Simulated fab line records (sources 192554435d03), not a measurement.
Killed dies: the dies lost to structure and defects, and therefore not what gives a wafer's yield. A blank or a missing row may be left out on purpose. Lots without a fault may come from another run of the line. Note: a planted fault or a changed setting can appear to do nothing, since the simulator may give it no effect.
fab line records + flow n5_finfet
record:
- lots: 4
- wafers: 12
- last_day: 18
route steps=1938 shown BEOL_M2@857 BEOL_M4@1111
lots untouched by any fault: they come from a run of this same line in which no faults occurred
start_h: hours from the record's first day to the start of the lot's first wafer shown + wait_h: time in hours since the lot's previous step + " unchanged from the row above + L1.1+2: one row covering several wafers at once + - no value, or no start was given + * or withheld: withheld + < > ~ a bound
route shown NAME@n: NAME is a module with steps in the file, n the number in the route of the first one + usual: the fault-free wafers' mean and standard deviation + same: alike in all rows + chamber/n: place in a boat + sites: each site's reading + _std_site: how widely they spread, as a standard deviation + _edge_site: outer sites' mean less inner sites' + radius_mm: for every site, how far away it sits from the centre of the wafer + mask NAME#n: copy n + behind: the most recent tool/chamber to have shaped the wafer + hold: the reason the lot was held/the length of the hold in hours/how it ended + device: names the non-switching transistor (n, p or np) + end of line: the route-end tests of the same wafers + a step given without rows: its recipe and nothing more + killed: dies lost to structure and defects at the first sort, not the wafer's yield + map: a wafer's dies, x killed, . not, _ none there
set.NAME: setting as actually run; set.NAME@STEP: the setting as run at that earlier step + model.NAME: the simulator's own value behind a step, which no gauge read
lots seen at some steps along the route; tables by step, rows by wafer
services: when a tool's chamber went out of use (start_h, in hours from the record's first day, below 0 if earlier), for how many hours, and the reason
== steps ==
step: N5_BEOL_M2_DESCUM_16
recipe:
- chemistry: O2
- time_s: 7
- source_power_w: 50
- bias_power_w: 20
- pressure_mtorr: 20
- rf_frequency_hz: 2.712e+07
- temp_c: 40
- resist: CAR-EUV
- o2_flow_sccm: 225
step: N5_BEOL_M2_ETCH_74
recipe:
- chemistry: N2/H2
- target: underlayer
- target_depth_a: 65
- mask_material: CAR-EUV
- time_s: 5.2
- ion_energy_ev: 200
- pressure_mtorr: 30
- source_w: 840
- bias_w: 150
- n2_flow_sccm: 200
- h2_flow_sccm: 200
- ends: cleared
step: N5_BEOL_M2_ETCH_63
recipe:
- chemistry: CF4
- target: SiARC
- target_depth_a: 156
- mask_material: CAR-EUV
- time_s: 26
- ion_energy_ev: 80
- pressure_mtorr: 40
- source_w: 545
- bias_w: 36
- Ar_flow_sccm: 100
- cf4_flow_sccm: 100
- ends: cleared
step: N5_BEOL_M2_ETCH_64
recipe:
- chemistry: N2/H2
- target: SOC
- target_depth_a: 750
- overetch_a: 225
- mask_material: SiARC
- temp_c: 40
- time_s: 121.9
- ion_energy_ev: 200
- pressure_mtorr: 30
- source_w: 840
- bias_w: 150
- n2_flow_sccm: 200
- h2_flow_sccm: 200
step: N5_BEOL_M2_STRIP_65
recipe:
- chemistry: N2/H2
- temp_c: 40
- n2_flow_sccm: 200
- h2_flow_sccm: 200
- rf_frequency_hz: 6e+07
step: N5_BEOL_M2_STRIP_75
recipe:
- chemistry: N2/H2
- temp_c: 40
- n2_flow_sccm: 200
- h2_flow_sccm: 200
- rf_frequency_hz: 6e+07
step: N5_BEOL_M2_STRIP_66
recipe:
- chemistry: CF4
- resist: SiARC
- power_w: 300
- bias_power_w: 75
- pressure_mtorr: 50
- cf4_flow_sccm: 150
- rf_frequency_hz: 6e+07
step: N5_BEOL_M2_HM_OPEN_17
recipe:
- chemistry: Cl2/BCl3
- target_depth_a: 200
- overetch_a: 60
- target: TiN
- mask_material: SOC
- ion_energy_ev: 150
- pressure_mtorr: 10
- icp_w: 1000
- bias_w: 126
- Cl2_flow_sccm: 53.25
- bcl3_flow_sccm: 21.75
- Ar_flow_sccm: 25
step: N5_BEOL_M2_STRIP_19
recipe:
- chemistry: O2
- power_w: 400
- temp_c: 40
- pressure_mtorr: 30
- rf_frequency_hz: 6e+07
- bias_power_w: 0
- overash_fraction: 0.2
- o2_flow_sccm: 225
step: N5_BEOL_M2_COAT_67
recipe:
- resist: SOC
- temp_c: 250
- time_s: 60
- spin_rpm: 1500
- resist_thk_nm: 60
step: N5_BEOL_M2_COAT_68
recipe:
- resist: SiARC
- temp_c: 220
- time_s: 60
- spin_rpm: 1500
- resist_thk_nm: 12
usual:
- resist_line_temp_C: 22.99/0.1
- spin_speed_rpm: 1500.1/0.91
| lot.wafer | tool           | chamber | start_h | wait_h | resist_line_temp_C | spin_speed_rpm | model.SiARC_of_BEOL_M2_COAT_68.thk_nm |
|-----------|----------------|---------|---------|--------|--------------------|----------------|---------------------------------------|
| L816.2    | litho_track-04 | 0       | 182.44  | -      | 23.02              | 1499.0         | 12                                    |
| L816.3    | "              | 0       | "       | "      | 22.89              | 1499.9         | 12                                    |
| L816.5    | "              | 0       | "       | "      | 22.83              | 1501.8         | 12                                    |
| L827.4    | litho_track-04 | 0       | 241.06  | -      | 23.02              | 1730.5         | 11.2                                  |
| L827.5    | "              | 0       | "       | "      | 23.07              | 1729.0         | 11.2                                  |
| L827.6    | "              | 0       | "       | "      | 22.94              | 1730.0         | 11.2                                  |
| L829.2    | litho_track-04 | 0       | 255.81  | -      | 22.91              | 1729.3         | 11.2                                  |
| L829.3    | "              | 0       | "       | "      | 23.11              | 1728.9         | 11.2                                  |
| L829.5    | "              | 0       | "       | "      | 23.11              | 1729.4         | 11.2                                  |
| L831.3    | litho_track-02 | 0       | 262.52  | -      | 22.93              | 1499.2         | 12                                    |
| L831.4    | "              | 0       | "       | "      | 22.94              | 1498.3         | 12                                    |
| L831.6    | "              | 0       | "       | "      | 22.89              | 1501.0         | 12                                    |
step: N5_BEOL_M2_COAT_76
recipe:
- resist: underlayer
- temp_c: 205
- time_s: 60
- spin_rpm: 1500
- resist_thk_nm: 5
step: N5_BEOL_M2_COAT_22
recipe:
- resist: CAR-EUV
- spin_rpm: 1500
- resist_thk_nm: 30
step: N5_BEOL_M2_EBR_24
recipe:
- solvent: PGMEA
- ebr_width_mm: 1.5
step: N5_BEOL_M2_SOFTBAKE_23
recipe:
- temp_c: 110
- time_s: 60
- resist: CAR-EUV
step: N5_BEOL_M2_EXPOSE_25
recipe:
- mask_id: V1
- na: 0.33
- source_shape: quasar
- sigma_inner: 0.2
- sigma_outer: 0.8
- polarization: unpolarized
- defocus_nm: 5
- dose_mj: 63
step: N5_BEOL_M2_PEB_26
recipe:
- peb_temp_c: 100
- peb_time_s: 60
- resist: CAR-EUV
step: N5_BEOL_M2_DEVELOP_27
recipe:
- develop_time_s: 30
- developer: TMAH
- resist: CAR-EUV
- rinse_liquid: surfactant_rinse
- dry: air_spin
- dev_temp_c: 23
step: N5_BEOL_M2_DESCUM_33
recipe:
- chemistry: O2
- time_s: 7
- source_power_w: 50
- bias_power_w: 20
- pressure_mtorr: 20
- rf_frequency_hz: 2.712e+07
- temp_c: 40
- resist: CAR-EUV
- o2_flow_sccm: 225
step: N5_BEOL_M2_ETCH_77
recipe:
- chemistry: N2/H2
- target: underlayer
- target_depth_a: 65
- mask_material: CAR-EUV
- time_s: 5.2
- ion_energy_ev: 200
- pressure_mtorr: 30
- source_w: 840
- bias_w: 150
- n2_flow_sccm: 200
- h2_flow_sccm: 200
- ends: cleared
step: N5_BEOL_M2_ETCH_69
recipe:
- chemistry: CF4
- target: SiARC
- target_depth_a: 156
- mask_material: CAR-EUV
- time_s: 26
- ion_energy_ev: 80
- pressure_mtorr: 40
- source_w: 545
- bias_w: 36
- Ar_flow_sccm: 100
- cf4_flow_sccm: 100
- ends: cleared
usual:
- bias_w: 36.00/0.1
- drypump_motor_current_A: 5.8/0.32
- etch_rf_on_time_s: 25.9/0.51
- mfc_ar_sccm: 100.00/0.28
- oes_product_au: 0.68/0.063
- rf_vpp_V: 184.0/1.3
- showerhead_plenum_p_Torr: 2.14/0.076
- throttle_valve_pct: 15.60/0.26
| lot.wafer | tool        | chamber | start_h | wait_h | bias_w | drypump_motor_current_A | etch_rf_on_time_s | mfc_ar_sccm | oes_product_au | rf_hours_counter_h | rf_vpp_V | showerhead_plenum_p_Torr | throttle_valve_pct | model.etch.depth_nm | model.CAR-EUV_of_BEOL_M2_COAT_22.thk_nm |
|-----------|-------------|---------|---------|--------|--------|-------------------------|-------------------|-------------|----------------|--------------------|----------|--------------------------|--------------------|---------------------|-----------------------------------------|
| L816.2    | rie_diel-01 | 2       | 182.89  | 0.0    | 35.95  | 6.2                     | 26.4              | 99.98       | 0.60           | 206                | 181.5    | 2.12                     | 15.54              | 12.01               | 11.2                                    |
| L816.3    | "           | 3       | "       | "      | 35.95  | 5.8                     | 25.2              | 100.31      | 0.68           | 120                | 182.4    | 2.07                     | 15.80              | 12.07               | 11                                      |
| L816.5    | "           | 0       | "       | "      | 36.05  | 6.0                     | 26.0              | 100.38      | 0.70           | -                  | 184.3    | 2.07                     | 15.24              | 12.05               | 11.2                                    |
| L827.4    | rie_diel-01 | 1       | 241.52  | 0.0    | 35.89  | 5.9                     | 24.2              | 99.88       | 0.57           | 249                | 184.1    | 2.10                     | 15.74              | 11.2                | 11.6                                    |
| L827.5    | "           | 3       | "       | "      | 35.95  | 5.8                     | 23.5              | 99.93       | 0.65           | -                  | 182.8    | 2.06                     | 15.82              | 11.19               | 11.6                                    |
| L827.6    | "           | 0       | "       | "      | 36.02  | 6.1                     | 24.5              | 100.18      | 0.68           | -                  | 182.7    | 2.06                     | 15.32              | 11.22               | 11.8                                    |
| L829.2    | rie_diel-04 | 2       | 256.56  | 0.0    | 36.01  | 5.6                     | 24.5              | 100.13      | 0.62           | 202                | 186.1    | 2.21                     | 16.07              | 11.16               | 11.8                                    |
| L829.3    | "           | 3       | "       | "      | 36.10  | 5.7                     | 24.7              | 100.02      | 0.69           | 63                 | 186.0    | 2.26                     | 15.71              | 11.17               | 11.8                                    |
| L829.5    | "           | 1       | "       | "      | 36.13  | 6.2                     | 24.4              | 100.20      | 0.70           | -                  | 185.4    | 2.26                     | 15.55              | 11.17               | 11.8                                    |
| L831.3    | rie_diel-04 | 1       | 262.98  | 0.0    | 36.09  | 6.2                     | 26.2              | 99.67       | 0.71           | 61                 | 185.2    | 2.26                     | 15.55              | 12.02               | 11                                      |
| L831.4    | "           | 2       | "       | "      | 36.04  | 5.6                     | 26.5              | 100.26      | 0.61           | 205                | 185.7    | 2.21                     | 16.07              | 11.98               | 11.2                                    |
| L831.6    | "           | 1       | "       | "      | 36.13  | 6.2                     | 26.3              | 100.15      | 0.70           | -                  | 184.6    | 2.26                     | 15.55              | 11.97               | 11                                      |
step: N5_BEOL_M2_ALD_98
recipe:
- material: SiO2
- target_thk_a: 25
- temp_c: 100
- ald_precursor_family: BDEAS
- ald_co_reactant: O2-plasma
- pulse_time_s: 1
- co_reactant_pulse_time_s: 1
- purge_time_s: 2
- co_reactant_purge_time_s: 2
- ald_cycles: 17
- pressure_torr: 2
step: N5_BEOL_M2_ETCHBACK_99
recipe:
- chemistry: CHF3
- target: SiO2
- target_depth_a: 50
- time_s: 10.4
- source_w: 215
- bias_w: 47
- Ar_flow_sccm: 200
- CHF3_flow_sccm: 12
- ion_energy_ev: 100
- pressure_mtorr: 30
usual:
- CHF3_flow_sccm: 12.00/0.04
- bias_w: 47.01/0.14
- drypump_motor_current_A: 5.8/0.35
- mfc_ar_sccm: 200.0/0.63
- oes_product_au: 0.79/0.078
- rf_vpp_V: 240.7/2.6
- showerhead_plenum_p_Torr: 2.13/0.074
- throttle_valve_pct: 17.06/0.27
| lot.wafer | tool        | chamber | start_h | wait_h | CHF3_flow_sccm | bias_w | drypump_motor_current_A | mfc_ar_sccm | oes_product_au | rf_hours_counter_h | rf_vpp_V | showerhead_plenum_p_Torr | throttle_valve_pct | model.CAR-EUV_of_BEOL_M2_COAT_22.thk_nm |
|-----------|-------------|---------|---------|--------|----------------|--------|-------------------------|-------------|----------------|--------------------|----------|--------------------------|--------------------|-----------------------------------------|
| L816.2    | rie_diel-04 | 3       | 185.27  | 2.2    | 11.96          | 47.16  | 5.7                     | 200.0       | 0.84           | 41                 | 245.5    | 2.29                     | 17.16              | 10.4                                    |
| L816.3    | "           | 2       | "       | "      | 12.01          | 47.23  | 5.6                     | 200.6       | 0.75           | 180                | 240.4    | 2.23                     | 17.49              | 10.4                                    |
| L816.5    | "           | 3       | "       | "      | 11.98          | 47.29  | 5.7                     | 199.5       | 0.84           | -                  | 246.4    | 2.29                     | 17.15              | 10.4                                    |
| L827.4    | rie_diel-01 | 2       | 252.98  | 11.3   | 11.99          | 46.81  | 6.2                     | 201.2       | 0.68           | -                  | 241.0    | 2.13                     | 17.08              | 11                                      |
| L827.5    | "           | 3       | "       | "      | 11.99          | 47.06  | 5.7                     | 201.6       | 0.74           | -                  | 238.0    | 2.06                     | 17.25              | 11                                      |
| L827.6    | "           | 0       | "       | "      | 11.94          | 46.87  | 6.0                     | 199.2       | 0.78           | -                  | 241.5    | 2.06                     | 16.74              | 11.2                                    |
| L829.2    | rie_diel-04 | 2       | 261.73  | 5.0    | 11.94          | 47.12  | 5.6                     | 199.8       | 0.73           | 205                | 241.1    | 2.22                     | 17.56              | 11                                      |
| L829.3    | "           | 0       | "       | "      | 12.00          | 46.84  | 5.5                     | 199.5       | 0.82           | 98                 | 238.0    | 2.08                     | 16.76              | 11                                      |
| L829.5    | "           | 1       | "       | "      | 11.99          | 46.80  | 6.2                     | 199.9       | 0.83           | -                  | 244.7    | 2.29                     | 17.11              | 11                                      |
| L831.3    | rie_diel-04 | 3       | 278.22  | 15.0   | 11.97          | 47.33  | 5.7                     | 199.9       | 0.81           | 70                 | 244.8    | 2.28                     | 17.21              | 10.4                                    |
| L831.4    | "           | 2       | "       | "      | 12.03          | 46.95  | 5.6                     | 200.8       | 0.72           | 210                | 241.4    | 2.22                     | 17.54              | 10.4                                    |
| L831.6    | "           | 0       | "       | "      | 11.97          | 46.86  | 5.4                     | 199.4       | 0.82           | -                  | 236.7    | 2.08                     | 16.78              | 10.4                                    |
step: N5_BEOL_M2_ETCH_70
recipe:
- chemistry: N2/H2
- target: SOC
- target_depth_a: 800
- overetch_a: 240
- mask_material: SiARC
- temp_c: 40
- time_s: 130
- ion_energy_ev: 200
- pressure_mtorr: 30
- source_w: 840
- bias_w: 150
- n2_flow_sccm: 200
- h2_flow_sccm: 200
usual:
- bias_w: 149.9/0.44
- drypump_motor_current_A: 5.8/0.34
- oes_product_au: 0.58/0.054
- rf_vpp_V: 523.2/2.5
- showerhead_plenum_p_Torr: 2.52/0.083
- throttle_valve_pct: 17.82/0.25
| lot.wafer | tool        | chamber | start_h | wait_h | bias_w | drypump_motor_current_A | oes_product_au | rf_hours_counter_h | rf_vpp_V | showerhead_plenum_p_Torr | throttle_valve_pct | model.SiARC_of_BEOL_M2_COAT_68.thk_nm |
|-----------|-------------|---------|---------|--------|--------|-------------------------|----------------|--------------------|----------|--------------------------|--------------------|---------------------------------------|
| L816.2    | rie_diel-04 | 3       | 185.30  | 0.0    | 149.8  | 5.7                     | 0.62           | 41                 | 528.2    | 2.69                     | 17.77              | 6                                     |
| L816.3    | "           | 2       | "       | "      | 150.0  | 5.6                     | 0.55           | 180                | 526.2    | 2.63                     | 18.16              | 6                                     |
| L816.5    | "           | 3       | "       | "      | 148.6  | 5.7                     | 0.63           | -                  | 526.6    | 2.69                     | 17.76              | 6                                     |
| L827.4    | rie_diel-01 | 2       | 253.04  | 0.0    | 149.4  | 6.2                     | 0.52           | -                  | 523.0    | 2.51                     | 17.82              | 5.2                                   |
| L827.5    | "           | 3       | "       | "      | 149.5  | 5.7                     | 0.55           | -                  | 520.8    | 2.44                     | 18.04              | 4.8                                   |
| L827.6    | "           | 0       | "       | "      | 149.9  | 6.1                     | 0.59           | -                  | 520.9    | 2.44                     | 17.60              | 5                                     |
| L829.2    | rie_diel-04 | 2       | 261.77  | 0.0    | 149.1  | 5.6                     | 0.54           | 205                | 525.6    | 2.62                     | 18.19              | 5.2                                   |
| L829.3    | "           | 0       | "       | "      | 150.1  | 5.5                     | 0.60           | 98                 | 521.9    | 2.46                     | 17.48              | 5                                     |
| L829.5    | "           | 1       | "       | "      | 149.9  | 6.2                     | 0.62           | -                  | 526.8    | 2.69                     | 17.87              | 5                                     |
| L831.3    | rie_diel-04 | 3       | 278.26  | 0.0    | 150.0  | 5.7                     | 0.59           | 70                 | 528.2    | 2.67                     | 17.83              | 5.8                                   |
| L831.4    | "           | 2       | "       | "      | 150.3  | 5.6                     | 0.54           | 210                | 525.8    | 2.61                     | 18.21              | 6                                     |
| L831.6    | "           | 0       | "       | "      | 150.1  | 5.5                     | 0.59           | -                  | 521.4    | 2.46                     | 17.50              | 5.6                                   |
step: N5_BEOL_M2_STRIP_71
recipe:
- chemistry: N2/H2
- temp_c: 40
- n2_flow_sccm: 200
- h2_flow_sccm: 200
- rf_frequency_hz: 6e+07
step: N5_BEOL_M4_RC_MEAS_101
usual:
- DIBL_N: 36.3/1.6
- DIBL_P: 36.5/1.6
- IOFF_N: 0.163/0.026
- IOFF_P: 0.22/0.033
- ION_N: 676/9.9
- ION_P: 464/6.5
- SS_N: 71.5/0.5
- SS_P: 73.3/0.64
- VT_N: 249.3/2.9
- VT_P: -250/3.2
| lot.wafer | tool      | chamber | start_h | wait_h | DIBL_N[mV/V] | DIBL_P[mV/V] | IOFF_N[nA/um] | IOFF_P[nA/um] | ION_N[uA/um] | ION_P[uA/um] | SS_N[mV/dec] | SS_P[mV/dec] | VT_N[mV] | VT_P[mV] |
|-----------|-----------|---------|---------|--------|--------------|--------------|---------------|---------------|--------------|--------------|--------------|--------------|----------|----------|
| L816.2    | prober-01 | 0       | 225.02  | 0.5    | 37.6         | 37.2         | 0.177         | 0.27          | 676          | 470          | 71.9         | 73.7         | 249.2    | -244     |
| L816.3    | "         | 0       | "       | "      | 38.8         | 38.8         | 0.200         | 0.31          | 682          | 468          | 72.0         | 73.7         | 247.6    | -244     |
| L816.5    | "         | 0       | "       | "      | 37.2         | 36.7         | 0.164         | 0.27          | 666          | 466          | 72.2         | 73.2         | 250.9    | -244     |
| L827.4    | prober-01 | 0       | 283.08  | 0.5    | 37.4         | 36.6         | 0.164         | 0.23          | 691          | 472          | 71.9         | 72.7         | 245.5    | -246     |
| L827.5    | "         | 0       | "       | "      | 37.8         | 36.6         | 0.180         | 0.22          | 690          | 474          | 71.4         | 72.9         | 244.9    | -247     |
| L827.6    | "         | 0       | "       | "      | 37.0         | 35.2         | 0.155         | 0.20          | 674          | 466          | 72.0         | 72.9         | 251.6    | -248     |
| L829.2    | prober-01 | 0       | 304.34  | 0.2    | 36.2         | 39.3         | 0.170         | 0.23          | 669          | 460          | 71.8         | 74.0         | 246.4    | -248     |
| L829.3    | "         | 0       | "       | "      | 35.7         | 38.4         | 0.167         | 0.22          | 679          | 460          | 71.3         | 73.0         | 249.9    | -248     |
| L829.5    | "         | 0       | "       | "      | 35.8         | 38.8         | 0.165         | 0.22          | 681          | 468          | 71.3         | 74.3         | 249.0    | -250     |
| L831.3    | prober-01 | 0       | 316.60  | 0.3    | 34.6         | 35.1         | 0.143         | 0.20          | 673          | 466          | 71.2         | 73.8         | 250.6    | -251     |
| L831.4    | "         | 0       | "       | "      | 35.5         | 36.2         | 0.160         | 0.22          | 671          | 470          | 71.4         | 73.5         | 250.8    | -247     |
| L831.6    | "         | 0       | "       | "      | 35.7         | 36.6         | 0.165         | 0.22          | 684          | 473          | 71.3         | 73.8         | 248.6    | -250     |
== services ==
| tool           | chamber | start_h | hours | kind                          |
|----------------|---------|---------|-------|-------------------------------|
| rie_diel-01    | 1       | 203.47  | 7.2   | repair                        |
| rie_diel-04    | 1       | 209.09  | 6.8   | repair                        |
| litho_track-02 | -       | 213.56  | -     | consumable_replace:filter     |
| rie_diel-04    | -       | 240.08  | 14.6  | pm                            |
| rie_diel-01    | 1       | 244.09  | -     | clean                         |
| rie_diel-01    | 1       | 244.09  | -     | consumable_replace:focus_ring |
| rie_diel-01    | 1       | 244.09  | 13.9  | scheduled_down                |
| rie_diel-01    | 1       | 244.09  | 13.9  | vent_cycle                    |
== key ==
first_sign:
- step: N5_BEOL_M2_COAT_68
- reading: spin_speed_rpm
- direction: up
- sigmas: 99+
- usual: *
- struck: *
effect:
- step: N5_BEOL_M2_ETCH_69
- reading: etch_rf_on_time_s
- direction: down
- sigmas: 3.2
- usual: *
- struck: *
model_effect:
- step: N5_BEOL_M2_COAT_68
- value: SiARC_of_BEOL_M2_COAT_68.thk_nm
- without: 12
- struck: 11.2
model_effect:
- step: N5_BEOL_M2_ETCH_69
- value: etch.depth_nm
- without: 12.01
- struck: 11.18
model_effect:
- step: N5_BEOL_M2_ETCHBACK_99
- value: CAR-EUV_of_BEOL_M2_COAT_22.thk_nm
- without: 10.43
- struck: 11.03
model_effect:
- step: N5_BEOL_M2_ETCH_70
- value: SiARC_of_BEOL_M2_COAT_68.thk_nm
- without: 5.933
- struck: 5.033
met_at N5_BEOL_M2_COAT_68
struck_wafers L827.4,L827.5,L827.6,L829.2,L829.3,L829.5
onset_between 182.44 241.06
fault:
- kind: process_parameter_drift
- tool: litho_track-04
- chamber: -
- onset_h: 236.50
- steps: N5_BEOL_M2_COAT_68
- channel: spin_rpm
- offset: *
- shape: step
- end_h: 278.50
- acts_in: *
- stated: *
